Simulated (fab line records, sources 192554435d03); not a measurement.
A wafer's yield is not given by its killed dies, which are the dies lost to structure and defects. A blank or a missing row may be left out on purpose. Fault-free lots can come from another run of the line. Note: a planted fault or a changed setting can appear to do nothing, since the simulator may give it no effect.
Chamber matching | flow n5 finfet | N5_BEOL_M5_CURE_80 on uv cure-03: 3 sister chambers
The step cures SiCOH lowk, time 120 s. 3 wafers are shown with their chamber, then 8 later ones without.

WAFERS WITH THEIR CHAMBER
wafer  | chamber | wafer_temp_C_max
L076.4 | 0       | 370.8
L081.6 | 2       | 371.2
L089.2 | 1       | 371.2

WAFERS WHOSE CHAMBER IS MISSING
wafer  | wafer_temp_C_max
L089.4 | 371.6
L089.5 | 371.7
L095.1 | 370.9
L095.2 | 370.9
L095.4 | 371.2
L097.4 | 370.4
L097.5 | 370.1
L097.6 | 370.5

WHICH CHAMBER EACH ONE RAN IN
wafer  | from the rows above          | in truth
L089.4 | can't be placed: 1 or 2 or 0 | 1
L089.5 | can't be placed: 1 or 2 or 0 | 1
L095.1 | can't be placed: 0 or 1 or 2 | 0
L095.2 | can't be placed: 0 or 1 or 2 | 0
L095.4 | can't be placed: 1 or 2 or 0 | 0
L097.4 | can't be placed: 0 or 1 or 2 | 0
L097.5 | can't be placed: 0 or 1 or 2 | 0
L097.6 | can't be placed: 0 or 1 or 2 | 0
Correct placement for 0 of the 8. Unplaceable from these rows: 8, with the true chamber sitting among the candidates in 8. 0 placed wrongly.
How it was worked out, from the rows above alone: a wafer's distance from a chamber is the root of the sum, over the readings, of the square of ((its reading less the chamber's mean) divided by the reading's scatter). The wafer belongs to the nearest chamber; if the next one is less than 2 further off, it can't be placed. The mean given for a chamber averages the wafers shown for that chamber. The scatter: with one shown wafer a chamber, the root of the mean of the squares of how far each hidden wafer lies from its nearest shown one.
